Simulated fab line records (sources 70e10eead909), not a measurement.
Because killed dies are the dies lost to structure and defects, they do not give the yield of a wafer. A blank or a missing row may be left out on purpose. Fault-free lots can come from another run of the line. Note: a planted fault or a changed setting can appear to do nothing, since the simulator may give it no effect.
fab line records | flow nandHarc
[record] lots = 6 wafers = 18 lastDay = 24
route steps=1159 shown A_BONDPAD@1065 END@1159
lots that met no fault: from a run of the same line without faults
startH: hours from the record's opening day to when the first of the lot's shown wafers began | waitH: hours elapsed since this lot's preceding step | " same as the row above | L1.1+2: a row that stands for several wafers | - either no value or no given start | * or withheld: withheld | < > ~ a bound
route shown NAME@n: a module of which the file shows steps, and the number in the route of the first | usual: the fault-free wafers' mean and standard deviation | same: alike in all rows | chamber/n: place in a boat | sites: readings site by site | _std_site: the values' standard deviation | _edge_site: outer sites' mean less inner sites' | radiusMm: for every site, how far away it sits from the centre of the wafer | mask NAME#n: copy n | behind: the tool/chamber that last shaped the wafer | hold: reason for holding the lot/hours on hold/outcome of the hold | device: which transistor (n, p or np) failed to switch | end of line: tests of these same wafers at the route's end | a step with no rows: only its recipe | killed: not the wafer's yield, but the dies lost to structure and defects at the first sort | map: dies across one wafer; x = killed, . = not, _ = none there
set.NAME: the run value of the setting; set.NAME@STEP: its run value at that earlier step | model.NAME: the simulator's own value behind a step, which no gauge read
lots at selected steps of the route; one table per step, one row per wafer
services: the hour from which a tool's chamber was out of use, counted from the record's first day as startH (under 0 if before that day), plus the number of hours and why
[[steps]]
[step NHARC_A_BONDPAD_COAT_33]
[recipe] tempC = 200 timeS = 65
[step NHARC_A_BONDPAD_COAT_03]
[recipe] spinRpm = 2000 resistThkNm = 600
[step NHARC_A_BONDPAD_SOFTBAKE_04]
[recipe] tempC = 125 timeS = 70
[step NHARC_A_BONDPAD_EBR_05]
[step NHARC_A_BONDPAD_EXPOSE_06]
[recipe] na = 0.55 doseMj = 36.99 maskId = A_BPAD
[step NHARC_A_BONDPAD_PEB_07]
[recipe] pebTempC = 128 pebTimeS = 80
[step NHARC_A_BONDPAD_DEVELOP_08]
[recipe] timeS = 50 devTempC = 22
[step NHARC_A_BONDPAD_CD_MEAS_09]
[recipe] targetCdNm = 500 landingEnergyEv = 500
[usual] cdNm = 499.9/1.2
[same] landingEnergyEv = 500
// columns lot.wafer tool chamber startH waitH cdNm
L550.4 cdSem-02 0 437.99 - 499.7
L550.5 " 0 " " 500.1
L550.6 " 0 " " 498.4
L551.2 cdSem-03 0 452.46 - 498.9
L551.3 " 0 " " 497.7
L551.4 " 0 " " 496.3
L552.1 cdSem-01 0 453.15 - 499.6
L552.2 " 0 " " 499.0
L552.3 " 0 " " 499.3
L553.1 cdSem-01 0 460.29 - 499.3
L553.2 " 0 " " 501.0
L553.5 " 0 " " 501.2
L566.1 cdSem-03 0 542.26 - 499.7
L566.5 " 0 " " 500.2
L566.6 " 0 " " 500.2
L567.2 cdSem-03 0 544.04 - 501.5
L567.5 " 0 " " 498.8
L567.6 " 0 " " 498.0
[step NHARC_A_BONDPAD_OVL_MEAS_35]
[usual] overlayXNm = 1/5.3 overlayYNm = -2/5.1
// columns lot.wafer tool chamber startH waitH overlayXNm overlayYNm
L550.4 overlay-02 - 438.07 - 1 1
L550.5 " - " " 1 2
L550.6 " - " " 1 1
L551.2 overlay-01 - 452.55 - -11 -1
L551.3 " - " " -11 0
L551.4 " - " " -12 0
L552.1 overlay-01 - 453.24 - 4 3
L552.2 " - " " 3 2
L552.3 " - " " 4 3
L553.1 overlay-02 - 460.37 - -2 0
L553.2 " - " " -2 0
L553.5 " - " " -3 0
L566.1 overlay-01 - 542.36 - 0 0
L566.5 " - " " 0 0
L566.6 " - " " 0 -1
L567.2 overlay-02 - 544.13 - 7 -11
L567.5 " - " " 7 -11
L567.6 " - " " 7 -12
[step NHARC_A_BONDPAD_HARDBAKE_10]
[recipe] tempC = 118 timeS = 65
[step NHARC_A_BONDPAD_DESCUM_11]
[recipe] timeS = 3 o2FlowSccm = 200 arFlowSccm = 0 biasPowerW = 0 chemistry = O2
[usual] drypumpMotorCurrentA = 5.9/0.5 oesProductAu = 0.998/0.0074 rfVppV = 58.0/0.88 showerheadPlenumPTorr = 1.97/0.076 throttleValvePct = 11.310/0.009
// columns lot.wafer tool chamber startH waitH drypumpMotorCurrentA oesProductAu rfHoursCounterH rfVppV showerheadPlenumPTorr throttleValvePct
L550.4 rieDiel-06 1 438.19 - 6.5 0.996 0 58.4 2.02 11.302
L550.6 " 1 " " 6.6 0.994 - 58.5 2.02 11.320
L550.5 " 2 " " 6.1 0.992 - 58.9 1.93 11.311
L551.2 rieDiel-11 1 452.67 - 6.4 1.005 33 57.5 1.80 11.320
L551.3 " 2 " " 4.8 0.996 31 58.0 1.99 11.313
L551.4 " 3 " " 5.9 1.013 25 58.8 2.03 11.315
L552.3 rieDiel-02 2 453.37 - 5.5 0.989 23 56.7 1.78 11.308
L552.1 " 3 " " 5.8 0.996 23 57.5 1.99 11.305
L552.2 " 1 " " 4.9 0.989 22 57.3 1.95 11.300
L553.2 rieDiel-06 2 460.51 - 6.0 0.998 1 59.9 1.93 11.309
L553.1 " 3 " " 5.9 0.999 1 59.2 2.00 11.300
L553.5 " 1 " " 6.6 0.996 - 57.8 2.02 11.299
L566.1 rieDiel-02 3 542.51 - 5.7 1.006 5 57.2 1.99 11.297
L566.5 " 0 " " 6.3 0.989 - 58.8 2.01 11.304
L566.6 " 1 " " 4.9 0.989 - 58.5 1.94 11.306
L567.2 rieDiel-02 1 544.28 - 4.9 0.993 6 57.3 1.94 11.308
L567.6 " 1 " " 4.9 0.995 - 56.8 1.94 11.316
L567.5 " 2 " " 5.5 0.992 - 57.5 1.78 11.295
[step NHARC_A_BONDPAD_ETCH_34]
[recipe] targetDepthA = 600 overetchA = 180 timeS = 65.91 ionEnergyEv = 200 n2FlowSccm = 150 h2FlowSccm = 150 arFlowSccm = 0 rfW = 400 biasW = 150 chemistry = N2/H2
[usual] drypumpMotorCurrentA = 5.9/0.49 h2FlowSccm = 150.1/0.41 oesProductAu = 0.997/0.0082 rfFwdPowerW = 396.4/1.4 rfVppV = 432.2/2.5 showerheadPlenumPTorr = 2.10/0.083 throttleValvePct = 14.171/0.0092
// columns lot.wafer tool chamber startH waitH drypumpMotorCurrentA h2FlowSccm oesProductAu rfFwdPowerW rfHoursCounterH rfVppV showerheadPlenumPTorr throttleValvePct
L550.4 rieDiel-06 0 438.28 0.1 5.8 150.1 1.013 396.6 0 433.2 2.15 14.150
L550.6 " 3 " " 5.8 149.5 0.994 394.1 - 431.9 2.14 14.181
L550.5 " 0 " " 5.8 149.7 1.011 395.0 - 433.9 2.15 14.147
L551.4 rieDiel-11 0 452.76 0.1 5.0 149.7 0.989 397.8 28 433.7 2.21 14.175
L551.2 " 1 " " 6.3 149.7 0.998 397.0 33 426.5 1.91 14.165
L551.3 " 2 " " 4.8 150.5 0.998 395.1 31 432.4 2.12 14.187
L552.2 rieDiel-02 2 453.45 0.1 5.5 149.4 1.003 397.1 23 425.7 1.89 14.161
L552.3 " 3 " " 5.8 150.4 1.002 394.7 23 433.0 2.12 14.174
L552.1 " 1 " " 4.9 149.5 0.996 396.0 22 432.5 2.08 14.164
L553.2 rieDiel-06 2 460.59 0.1 6.1 150.0 0.986 394.7 1 431.7 2.06 14.164
L553.1 " 3 " " 5.9 149.5 1.007 394.2 1 434.0 2.14 14.158
L553.5 " 2 " " 6.0 150.3 0.993 396.7 - 430.2 2.06 14.173
L566.1 rieDiel-02 1 542.57 0.1 4.9 150.5 0.987 395.8 6 431.0 2.07 14.159
L566.5 " 1 " " 4.9 150.7 0.988 395.7 - 431.1 2.07 14.166
L566.6 " 2 " " 5.5 150.2 0.997 396.7 - 427.4 1.89 14.167
L567.2 rieDiel-02 1 544.37 0.1 4.9 149.6 0.993 393.8 6 430.1 2.07 14.165
L567.5 " 3 " " 5.8 150.5 0.994 395.1 - 430.9 2.12 14.170
L567.6 " 0 " " 6.3 149.5 0.990 396.9 - 433.6 2.15 14.190
[step NHARC_A_BONDPAD_ETCH_12]
[recipe] targetDepthA = 2200 timeS = 110 chf3FlowSccm = 50 o2FlowSccm = 10 arFlowSccm = 200 rfW = 500 biasW = 200 chemistry = CHF3/O2
[usual] drypumpMotorCurrentA = 5.8/0.5 oesProductAu = 0.938/0.022 rfFwdPowerW = 497.2/1.7 rfVppV = 372.0/2.2 showerheadPlenumPTorr = 2.46/0.093 throttleValvePct = 20.571/0.01
// columns lot.wafer tool chamber startH waitH drypumpMotorCurrentA oesProductAu rfFwdPowerW rfHoursCounterH rfVppV showerheadPlenumPTorr throttleValvePct
L550.4 rieDiel-06 0 438.39 - 5.8 0.985 495.7 0 374.8 2.53 20.577
L550.5 " 2 " " 6.1 0.956 498.3 - 371.5 2.42 20.562
L550.6 " 3 " " 5.8 0.966 494.8 - 372.3 2.51 20.577
L551.2 rieDiel-11 2 452.85 - 4.8 0.922 497.2 31 374.2 2.49 20.570
L551.3 " 3 " " 6.0 0.941 498.7 25 373.1 2.54 20.580
L551.4 " 1 " " 6.3 0.930 497.1 33 368.1 2.26 20.566
L552.2 rieDiel-02 1 453.54 - 5.0 0.908 495.3 22 371.3 2.44 20.567
L552.1 " 2 " " 5.5 0.907 497.7 23 365.6 2.24 20.580
L552.3 " 3 " " 5.8 0.917 501.5 23 373.6 2.49 20.574
L553.2 rieDiel-06 0 460.67 - 5.8 0.986 497.2 1 374.5 2.53 20.574
L553.1 " 3 " " 5.8 0.983 497.4 1 373.2 2.51 20.558
L553.5 " 0 " " 5.8 0.986 499.1 - 374.6 2.53 20.572
L566.1 rieDiel-02 1 542.67 - 4.9 0.704 298.9 6 371.6 2.44 20.588
L566.6 " 0 " " 6.3 0.706 297.0 - 373.7 2.52 20.560
L566.5 " 1 " " 4.9 0.705 298.3 - 371.2 2.44 20.579
L567.2 rieDiel-02 2 544.54 - 5.5 0.703 300.0 6 366.1 2.24 20.572
L567.6 " 1 " " 5.0 0.702 297.1 - 371.0 2.43 20.566
L567.5 " 2 " " 5.5 0.706 296.4 - 367.8 2.24 20.588
[step NHARC_A_BONDPAD_CD_MEAS_13]
[usual] cdNm = 499.3/1.4
// columns lot.wafer tool chamber startH waitH cdNm
L550.4 cdSem-01 - 438.52 - 499.0
L550.5 " - " " 499.2
L550.6 " - " " 497.9
L551.2 cdSem-01 - 453.00 - 498.1
L551.3 " - " " 496.7
L551.4 " - " " 496.0
L552.1 cdSem-01 - 453.68 - 498.6
L552.2 " - " " 498.3
L552.3 " - " " 497.8
L553.1 cdSem-01 - 460.81 - 498.6
L553.2 " - " " 500.3
L553.5 " - " " 500.5
L566.1 cdSem-03 - 542.80 - 496.6
L566.5 " - " " 497.0
L566.6 " - " " 497.5
L567.2 cdSem-02 - 544.68 - 498.0
L567.5 " - " " 496.3
L567.6 " - " " 494.8
[step NHARC_END_SORT_01]
[recipe] tempC = 25
[usual] defectLimitedYield = 95.1/1.6 killedAtArray = 29/11 killedAtOther = 0.6/0.92 killedAtPeriphery = 3.2/2 killedDies = 33/11 killedOpen = 3.2/2 killedShort = 1.9/1.5 sort_bin_2_pct = 1.6/0.67 sort_bin_3_pct = 0.26/0.22 sort_bin_4_pct = 3.1/1.1 sortNPass = 644/11 sortRimYieldPct = 96.3/2.5 sortYieldPct = 95.1/1.6
[same] grossDies = 677 sort_bin_5_pct[%] = 0 sort_bin_6_pct[%] = 0 sort_bin_7_pct[%] = 0 sort_bin_8_pct[%] = 0 sortRimNGross = 106.00
// columns lot.wafer tool chamber startH waitH hold defectLimitedYield[%] killedAtArray killedAtOther killedAtPeriphery killedDies killedOpen killedShort sort_bin_2_pct[%] sort_bin_3_pct[%] sort_bin_4_pct[%] sortNPass sortRimYieldPct[%] sortYieldPct[%]
L550.4 prober-01 0 473.05 3.4 - 94.8 29 2 4 35 2 1 0.7 0.15 4.3 642 95.3 94.8
L550.5 prober-01 0 473.86 3.8 - 96.0 24 0 3 27 1 1 1.8 0.15 2.1 650 98.1 96.0
L550.6 prober-01 0 474.67 4.1 - 95.9 23 1 4 28 2 1 1.2 0.15 2.8 649 96.2 95.9
L552.1 prober-02 0 484.86 2.6 - 97.3 12 2 4 18 2 1 0.7 0 1.9 659 100.0 97.3
L552.2 prober-02 0 485.67 2.9 - 97.0 15 2 3 20 3 3 1.2 0.15 1.6 657 99.1 97.0
L552.3 prober-02 0 486.48 3.2 - 97.8 11 0 4 15 2 0 0.6 0 1.6 662 97.2 97.8
L551.2 prober-01 0 485.60 2.8 - 93.5 36 1 7 44 0 0 1.8 0.44 4.3 633 96.2 93.5
L551.3 prober-01 0 486.40 3.1 - 94.5 35 0 2 37 1 0 2.4 0 3.1 640 94.3 94.5
L551.4 prober-01 0 487.20 3.4 - 92.2 43 0 10 53 4 2 2.5 0.15 5.2 624 97.2 92.2
L553.1 prober-01 0 492.86 2.5 - 93.8 36 0 6 42 3 0 1.8 0.89 3.5 635 95.3 93.8
L553.2 prober-01 0 493.67 2.8 - 94.4 37 0 1 38 1 1 2.2 0.15 3.2 639 98.1 94.4
L553.5 prober-01 0 496.10 3.7 - 93.9 38 0 3 41 4 0 1.3 0.44 4.3 636 96.2 93.9
L566.1 prober-01 0 571.55 2.5 awaitDispo/1.6h/scrap 0 675 0 2 677 2 0 96.8 0.15 3.1 0 0 0
L566.5 prober-01 0 574.72 3.7 awaitDispo/1.6h/scrap 0 676 0 1 677 0 3 98.2 0.30 1.5 0 0 0
L566.6 prober-01 0 575.51 4.0 awaitDispo/1.6h/scrap 0 675 0 2 677 3 1 97.8 0.30 1.9 0 0 0
L567.2 prober-01 0 580.15 2.8 awaitDispo/2.8h/scrap 0 674 0 3 677 5 4 96.9 0.15 3.0 0 0 0
L567.5 prober-01 0 582.54 3.7 awaitDispo/2.8h/scrap 0 674 1 2 677 6 1 97.2 0.30 2.5 0 0 0
L567.6 prober-01 0 583.33 4.0 awaitDispo/2.8h/scrap 0 677 0 0 677 1 5 96.8 0.15 3.1 0 0 0
// killed by level:class
L550.4 A_CHANNEL_HOLE_D1:chamberFilmFlake=13 A_SLIT:chamberFilmFlake=10 A_STAIRCASE:chamberFilmFlake=4 P_ZERO_WELL:chamberFilmFlake=3 THIN_TSV:chamberFilmFlake=2 P_CONTACT:geometricParticle:open=1 A_WL_FILL:geometricParticle:short=1 A_WL_FILL:geometricParticle:open=1
L550.5 A_SLIT:chamberFilmFlake=9 A_CHANNEL_HOLE_D1:chamberFilmFlake=7 P_ZERO_WELL:chamberFilmFlake=2 A_STAIRCASE:chamberFilmFlake=2 A_WL_FILL:chamberFilmFlake=2 A_BONDPAD:chamberFilmFlake=2 P_M0:geometricParticle:short=1 A_CONTACT:geometricParticle:open=1
L550.6 A_CHANNEL_HOLE_D1:chamberFilmFlake=12 A_SLIT:chamberFilmFlake=5 A_CHANNEL_FILL_D1:chamberFilmFlake=2 A_STAIRCASE:chamberFilmFlake=2 P_CONTACT:geometricParticle:short=1 P_M0:geometricParticle:open=1 A_CHANNEL_FILL_D1:geometricParticle:open=1 P_ZERO_WELL:chamberFilmFlake=1
L552.1 A_STAIRCASE:chamberFilmFlake=4 A_CONTACT:chamberFilmFlake=3 A_CHANNEL_FILL_D1:geometricParticle:open=2 P_ZERO_WELL:chamberFilmFlake=2 A_WL_FILL:chamberFilmFlake=2 THIN_TSV:chamberFilmFlake=2 A_CHANNEL_FILL_D1:geometricParticle:short=1 P_M1:chamberFilmFlake=1
L551.2 A_SLIT:chamberFilmFlake=13 A_CHANNEL_HOLE_D1:chamberFilmFlake=12 A_SGD_CUT:chamberFilmFlake=5 P_STI:chamberFilmFlake=4 A_CONTACT:chamberFilmFlake=3 A_STAIRCASE:chamberFilmFlake=2 P_GATE:chamberFilmFlake=1 P_M1:chamberFilmFlake=1
L552.2 A_CHANNEL_HOLE_D1:chamberFilmFlake=4 A_WL_FILL:geometricParticle:short=2 A_STAIRCASE:chamberFilmFlake=2 A_CONTACT:chamberFilmFlake=2 THIN_TSV:chamberFilmFlake=2 P_M0:geometricParticle:open=1 A_ONON_D1:geometricParticle:open=1 A_STAIRCASE:geometricParticle:open=1
L551.3 A_CHANNEL_HOLE_D1:chamberFilmFlake=15 A_SLIT:chamberFilmFlake=14 A_SGD_CUT:chamberFilmFlake=3 P_STI:chamberFilmFlake=2 A_CONTACT:chamberFilmFlake=2 A_M0:geometricParticle:open=1
L552.3 P_ZERO_WELL:chamberFilmFlake=3 A_STAIRCASE:chamberFilmFlake=3 A_CHANNEL_HOLE_D1:chamberFilmFlake=2 A_CONTACT:chamberFilmFlake=2 P_STI:geometricParticle:open=1 A_CONTACT:geometricParticle:open=1 A_ZERO_WELL:chamberFilmFlake=1 A_CHANNEL_FILL_D1:chamberFilmFlake=1
L551.4 A_CHANNEL_HOLE_D1:chamberFilmFlake=22 A_SLIT:chamberFilmFlake=9 P_STI:chamberFilmFlake=5 A_CONTACT:chamberFilmFlake=4 A_STAIRCASE:chamberFilmFlake=3 A_CONTACT:geometricParticle:short=2 A_SGD_CUT:chamberFilmFlake=2 P_GATE:geometricParticle:open=1
L553.1 A_CHANNEL_HOLE_D1:chamberFilmFlake=18 A_SLIT:chamberFilmFlake=11 A_CONTACT:chamberFilmFlake=5 P_STI:geometricParticle:open=1 P_GATE:geometricParticle:open=1 P_M2:geometricParticle:open=1 P_STI:chamberFilmFlake=1 P_M2:chamberFilmFlake=1
L553.2 A_CHANNEL_HOLE_D1:chamberFilmFlake=17 A_SLIT:chamberFilmFlake=14 A_CHANNEL_FILL_D1:chamberFilmFlake=2 A_STAIRCASE:chamberFilmFlake=2 P_STI:geometricParticle:open=1 A_ONON_D1:geometricParticle:short=1 A_CONTACT:chamberFilmFlake=1
L553.5 A_CHANNEL_HOLE_D1:chamberFilmFlake=19 A_SLIT:chamberFilmFlake=13 P_STI:chamberFilmFlake=2 A_CONTACT:chamberFilmFlake=2 A_ONON_D1:geometricParticle:open=1 A_WL_FILL:geometricParticle:open=1 A_CONTACT:geometricParticle:open=1 A_M0:geometricParticle:open=1
L566.1 A_BONDPAD:areaEtch=638 A_CONTACT:chamberFilmFlake=14 A_CHANNEL_HOLE_D1:chamberFilmFlake=10 A_STAIRCASE:chamberFilmFlake=5 A_SLIT:chamberFilmFlake=3 A_M0:geometricParticle:open=2 A_BLC:chamberFilmFlake=2 P_ZERO_WELL:chamberFilmFlake=1
L566.5 A_BONDPAD:areaEtch=654 A_STAIRCASE:chamberFilmFlake=9 A_CHANNEL_HOLE_D1:chamberFilmFlake=4 A_CONTACT:chamberFilmFlake=4 A_WL_FILL:geometricParticle:short=2 A_BLC:geometricParticle:short=1 P_STI:chamberFilmFlake=1 A_CHANNEL_FILL_D1:chamberFilmFlake=1
L566.6 A_BONDPAD:areaEtch=652 A_CONTACT:chamberFilmFlake=8 A_CHANNEL_HOLE_D1:chamberFilmFlake=6 A_STAIRCASE:chamberFilmFlake=6 P_CONTACT:geometricParticle:open=1 P_M0:geometricParticle:open=1 A_SOURCE_PLATE:geometricParticle:open=1 A_ONON_D1:geometricParticle:short=1
L567.2 A_BONDPAD:areaEtch=646 A_SLIT:chamberFilmFlake=12 A_CONTACT:chamberFilmFlake=4 A_CHANNEL_HOLE_D1:chamberFilmFlake=3 P_M0:geometricParticle:open=2 A_ONON_D1:geometricParticle:short=2 A_CHANNEL_FILL_D1:geometricParticle:open=1 A_STAIRCASE:geometricParticle:short=1
L567.5 A_BONDPAD:areaEtch=641 A_CHANNEL_HOLE_D1:chamberFilmFlake=13 A_SLIT:chamberFilmFlake=11 A_BLC:geometricParticle:open=3 A_CONTACT:chamberFilmFlake=3 P_M0:geometricParticle:open=1 A_SGD_CUT:geometricParticle:open=1 A_M0:geometricParticle:open=1
L567.6 A_BONDPAD:areaEtch=646 A_SLIT:chamberFilmFlake=15 A_CHANNEL_HOLE_D1:chamberFilmFlake=3 A_CHANNEL_FILL_D1:geometricParticle:short=2 A_WL_FILL:geometricParticle:short=2 A_STAIRCASE:chamberFilmFlake=2 A_WL_FILL:chamberFilmFlake=2 A_CONTACT:chamberFilmFlake=2
// map L566.1 (x killed, . not)
____________x____________
_________xxxxxxx_________
_______xxxxxxxxxxx_______
______xxxxxxxxxxxxx______
_____xxxxxxxxxxxxxxx_____
____xxxxxxxxxxxxxxxxx____
____xxxxxxxxxxxxxxxxx____
___xxxxxxxxxxxxxxxxxxx___
___xxxxxxxxxxxxxxxxxxx___
__xxxxxxxxxxxxxxxxxxxxx__
__xxxxxxxxxxxxxxxxxxxxx__
_xxxxxxxxxxxxxxxxxxxxxxx_
_xxxxxxxxxxxxxxxxxxxxxxx_
_xxxxxxxxxxxxxxxxxxxxxxx_
_xxxxxxxxxxxxxxxxxxxxxxx_
_xxxxxxxxxxxxxxxxxxxxxxx_
xxxxxxxxxxxxxxxxxxxxxxxxx
xxxxxxxxxxxxxxxxxxxxxxxxx
xxxxxxxxxxxxxxxxxxxxxxxxx
xxxxxxxxxxxxxxxxxxxxxxxxx
xxxxxxxxxxxxxxxxxxxxxxxxx
_xxxxxxxxxxxxxxxxxxxxxxx_
_xxxxxxxxxxxxxxxxxxxxxxx_
_xxxxxxxxxxxxxxxxxxxxxxx_
_xxxxxxxxxxxxxxxxxxxxxxx_
_xxxxxxxxxxxxxxxxxxxxxxx_
__xxxxxxxxxxxxxxxxxxxxx__
__xxxxxxxxxxxxxxxxxxxxx__
___xxxxxxxxxxxxxxxxxxx___
___xxxxxxxxxxxxxxxxxxx___
____xxxxxxxxxxxxxxxxx____
____xxxxxxxxxxxxxxxxx____
_____xxxxxxxxxxxxxxx_____
______xxxxxxxxxxxxx______
_______xxxxxxxxxxx_______
_________xxxxxxx_________
____________x____________
// map L567.2 (x killed, . not)
____________x____________
_________xxxxxxx_________
_______xxxxxxxxxxx_______
______xxxxxxxxxxxxx______
_____xxxxxxxxxxxxxxx_____
____xxxxxxxxxxxxxxxxx____
____xxxxxxxxxxxxxxxxx____
___xxxxxxxxxxxxxxxxxxx___
___xxxxxxxxxxxxxxxxxxx___
__xxxxxxxxxxxxxxxxxxxxx__
__xxxxxxxxxxxxxxxxxxxxx__
_xxxxxxxxxxxxxxxxxxxxxxx_
_xxxxxxxxxxxxxxxxxxxxxxx_
_xxxxxxxxxxxxxxxxxxxxxxx_
_xxxxxxxxxxxxxxxxxxxxxxx_
_xxxxxxxxxxxxxxxxxxxxxxx_
xxxxxxxxxxxxxxxxxxxxxxxxx
xxxxxxxxxxxxxxxxxxxxxxxxx
xxxxxxxxxxxxxxxxxxxxxxxxx
xxxxxxxxxxxxxxxxxxxxxxxxx
xxxxxxxxxxxxxxxxxxxxxxxxx
_xxxxxxxxxxxxxxxxxxxxxxx_
_xxxxxxxxxxxxxxxxxxxxxxx_
_xxxxxxxxxxxxxxxxxxxxxxx_
_xxxxxxxxxxxxxxxxxxxxxxx_
_xxxxxxxxxxxxxxxxxxxxxxx_
__xxxxxxxxxxxxxxxxxxxxx__
__xxxxxxxxxxxxxxxxxxxxx__
___xxxxxxxxxxxxxxxxxxx___
___xxxxxxxxxxxxxxxxxxx___
____xxxxxxxxxxxxxxxxx____
____xxxxxxxxxxxxxxxxx____
_____xxxxxxxxxxxxxxx_____
______xxxxxxxxxxxxx______
_______xxxxxxxxxxx_______
_________xxxxxxx_________
____________x____________
[[services]]
// columns tool chamber startH hours kind
rieDiel-06 - 418.20 9.0 pm
rieDiel-02 0 434.86 - clean
rieDiel-02 1 434.86 - clean
rieDiel-02 2 434.86 - clean
rieDiel-02 3 434.86 - clean
rieDiel-02 0 459.36 - clean
rieDiel-02 1 459.36 - clean
rieDiel-02 2 459.36 - clean
rieDiel-02 3 459.36 - clean
rieDiel-06 2 476.77 9.8 repair
rieDiel-02 0 483.86 - clean
rieDiel-02 1 483.86 - clean
rieDiel-02 2 483.86 - clean
rieDiel-02 3 483.86 - clean
rieDiel-06 3 486.27 12.7 repair
rieDiel-02 2 490.18 1.7 repair
rieDiel-02 - 504.79 9.0 pm
rieDiel-02 0 504.79 9.0 ventCycle
rieDiel-02 1 504.79 9.0 ventCycle
rieDiel-11 1 509.97 11.8 repair
rieDiel-02 0 513.83 1.9 repair
rieDiel-11 0 536.12 7.7 repair
rieDiel-06 - 537.05 15.3 repair
rieDiel-11 - 543.82 9.0 pm
[[key]]
[firstSign] step = NHARC_A_BONDPAD_ETCH_12 reading = rfFwdPowerW direction = down sigmas = 99+ usual = * struck = *
[effect] step = NHARC_A_BONDPAD_ETCH_12 reading = oesProductAu direction = down sigmas = 11 usual = 0.938 struck = 0.704
[effect] step = NHARC_A_BONDPAD_CD_MEAS_13 reading = cdNm direction = down sigmas = 1.8 usual = 499.3 struck = 496.7
[effect] step = NHARC_END_SORT_01 reading = sort_bin_2_pct direction = up sigmas = 99+ usual = 1.6 struck = 97.3
[moreKillsBornAt] NHARC_A_BONDPAD_ETCH_12@rieDiel-02 = 3877
metAt NHARC_A_BONDPAD_ETCH_12
struckWafers L566.1,L566.5,L566.6,L567.2,L567.5,L567.6
laterRowsLeftOut L566.1,L566.5,L566.6,L567.2,L567.5,L567.6
onsetBetween 453.54 542.67
[fault] kind = processParameterDrift tool = rieDiel-02 chamber = - onsetH = 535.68 steps = NHARC_A_BONDPAD_ETCH_12 channel = rfW offset = * shape = step endH = 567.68 actsIn = * stated = *
// laterRowsLeftOut: the simulator's readings of these wafers behind a module that went badly wrong aren't trusted and aren't shown, but for the sort
